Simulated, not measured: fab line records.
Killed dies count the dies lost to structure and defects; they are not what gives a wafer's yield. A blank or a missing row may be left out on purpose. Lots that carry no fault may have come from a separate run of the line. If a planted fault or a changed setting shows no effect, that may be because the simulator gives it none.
2 desks, one fault -- flow n5_finfet -- only its own numbers are on each desk; what lay behind them is given at the end

== AT THE TOOL OWNER'S DESK: rie_diel-04 ==
The tool's own readings at N5_BEOL_M0_SAQP_ETCH_106 (etches SOC in N2/H2, stops on SiNx, target depth 150 nm): means of the sampled wafers that have a number, for each lot that ran on this tool. Any lot whose mean is over 4 standard deviations away from the usual mean is out of limits and marked OUT; that distance is given in the brackets.
Columns: A = bias_w at N5_BEOL_M0_SAQP_ETCH_106, usual 61.01 W; B = chamber_pressure_mTorr at N5_BEOL_M0_SAQP_ETCH_106, usual 29.997 mTorr; C = drypump_motor_current_A at N5_BEOL_M0_SAQP_ETCH_106, usual 5.8 A; D = oes_product_au at N5_BEOL_M0_SAQP_ETCH_106, usual 0.77 a.u.; E = rf_vpp_V at N5_BEOL_M0_SAQP_ETCH_106, usual 240.6 V; F = showerhead_plenum_p_Torr at N5_BEOL_M0_SAQP_ETCH_106, usual 2.54 Torr; G = throttle_valve_pct at N5_BEOL_M0_SAQP_ETCH_106, usual 17.83 %
lot,first seen here,A,B,C,D,E,F,G
L181,day 5 19:38,60.86,30.014,5.9,0.78,241.3,2.59,17.81
L202,day 11 01:16,61.02,29.987,5.7,0.83,241.9,2.61,17.59
Result from this desk: across the 2 lots, nothing is out of limits.

== METROLOGY DESK ==
What the gauges read, lot by lot, whatever tool the lot ran on: means of the sampled wafers that have a number. Any lot whose mean is over 4 standard deviations away from the usual mean is out of limits and marked OUT; that distance is given in the brackets. Shown here are 7 of its 11 readings, the ones lying furthest out on some lot.
Columns: A = DIBL_N at N5_BEOL_M4_RC_MEAS_101, usual 35.8 mV/V; B = IOFF_N at N5_BEOL_M4_RC_MEAS_101, usual 0.152 nA/um; C = IOFF_P at N5_BEOL_M4_RC_MEAS_101, usual 0.204 nA/um; D = ION_N at N5_BEOL_M4_RC_MEAS_101, usual 672 uA/um; E = ION_P at N5_BEOL_M4_RC_MEAS_101, usual 461 uA/um; F = SS_N at N5_BEOL_M4_RC_MEAS_101, usual 71.5 mV/dec; G = VT_P at N5_BEOL_M4_RC_MEAS_101, usual -250.6 mV
lot,first seen here,A,B,C,D,E,F,G
L181,day 5 20:44,34.3,0.154,0.211,677,464,70.9,-248.0
L182,day 5 23:22,35.9,0.165,0.196,685,462,72.5,-253.0
L185,day 6 16:38,-,-,-,-,-,-,-
L186,day 6 22:12,-,-,-,-,-,-,-
L197,day 9 19:34,34.4,0.126,0.171,662,456,71.2,-255.3
L200,day 10 06:12,36.3,0.134,0.197,665,462,71.5,-250.5
L201,day 10 14:58,33.7,0.132,0.170,664,456,70.6,-253.1
L202,day 11 02:20,37.2,0.187,0.250,684,472,71.2,-246.5
L204,day 11 06:00,35.7,0.158,0.206,667,458,71.7,-249.6
Result from this desk: across the 9 lots, nothing is out of limits.

== PUT TOGETHER ==
Nothing out of limits was seen by the tool owner's desk.
Metrology desk: nothing out of limits seen.

== WHAT HAD BEEN PUT IN BY THE SIMULATOR ==
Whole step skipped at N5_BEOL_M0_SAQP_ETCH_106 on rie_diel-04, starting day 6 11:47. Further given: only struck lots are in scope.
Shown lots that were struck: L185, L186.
